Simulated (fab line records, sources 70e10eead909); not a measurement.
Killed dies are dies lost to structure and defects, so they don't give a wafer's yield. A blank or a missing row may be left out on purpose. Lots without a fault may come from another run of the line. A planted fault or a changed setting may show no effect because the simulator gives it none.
Which tool did it? | flow nand_harc | 11 lots, 33 wafers sampled, at 3 steps of a route of 1302

WHAT THE GAUGES READ, wafer by wafer
NHARC_P_GATE_CD_MEAS_26: target cd 120 nm.
lot  | measured     | on        | cd_nm (nm)
L075 | day 5 07:00  | cd_sem-02 | 120.4 119.6 119.9
L077 | day 6 07:51  | cd_sem-01 | 119.9 121.1 120.2
L079 | day 7 02:13  | cd_sem-03 | 120.6 119.7 120.2
L081 | day 8 02:44  | cd_sem-03 | 119.8 119.7 119.4
L083 | day 9 09:27  | cd_sem-03 | 119.6 120.6 119.6
L085 | day 9 17:47  | cd_sem-01 | 120.8 120.4 120.5
L087 | day 10 13:02 | cd_sem-03 | 120.0 120.2 120.9
L089 | day 11 11:59 | cd_sem-03 | 119.9 120.0 119.6
L091 | day 12 03:55 | cd_sem-03 | 119.7 120.0 120.1
L093 | day 13 06:11 | cd_sem-03 | 120.8 120.1 120.3
L095 | day 13 22:17 | cd_sem-01 | 120.2 119.8 120.2

WHICH TOOL RAN EACH LOT (tool, then ch and the chambers of the sampled wafers, then the start)
lot  | NHARC_P_ZERO_WELL_ETCH_65          | NHARC_P_ZERO_WELL_DESCUM_39
L075 | rie_diel-03 ch 0,1, day 2 07:22    | rie_diel-12 ch 1,3, day 2 10:31
L077 | rie_diel-12 ch 0,1,3, day 3 03:33  | rie_diel-03 ch 0,1,3, day 3 06:35
L079 | rie_diel-03 ch 0,3, day 3 23:29    | rie_diel-12 ch 0,1,3, day 4 02:17
L081 | rie_diel-08 ch 1,2, day 4 19:29    | rie_diel-03 ch 0,1,3, day 4 22:09
L083 | rie_diel-12 ch 1,2,3, day 5 15:33  | rie_diel-12 ch 0,1, day 5 18:21
L085 | rie_diel-12 ch 0,3, day 6 11:36    | rie_diel-12 ch 0,1,3, day 6 14:28
L087 | rie_diel-08 ch 0,1, day 7 07:32    | rie_diel-03 ch 0,1, day 7 10:19
L089 | rie_diel-12 ch 1,2,3, day 8 03:35  | rie_diel-08 ch 0,3, day 8 06:41
L091 | rie_diel-03 ch 0,2, day 8 23:30    | rie_diel-12 ch 2,3, day 9 02:17
L093 | rie_diel-12 ch 0,1,3, day 9 19:29  | rie_diel-08 ch 1,2,3, day 9 22:18
L095 | rie_diel-12 ch 1,2,3, day 10 15:29 | rie_diel-12 ch 0,2,3, day 10 18:26
- NHARC_P_ZERO_WELL_ETCH_65: etches the open film in N2/H2, target depth 80 nm, overetch 24 nm, time 87.88 s.
- NHARC_P_ZERO_WELL_DESCUM_39: chemistry O2, time 3 s.

THE ANSWER, worked out from the rows above alone
Rule: what is usual is taken from the lots themselves. Put in order of their means at a reading, lots are off if they are a third of the lots or fewer, leave a main group of 4 or more, and stand apart from it by a gap of 3 or more times the standard deviation of the main group's means; of several such gaps the widest counts. A main group whose means are all the same, to the digits that the tables above print for the reading, isn't used. A lot without any number at a reading at which 4 lots or more have one is off too. The other lots that the step has rows for count as sound.
No lot is off at any reading shown: from this, nothing can be told.

WHAT THE SIMULATOR HAD PUT IN
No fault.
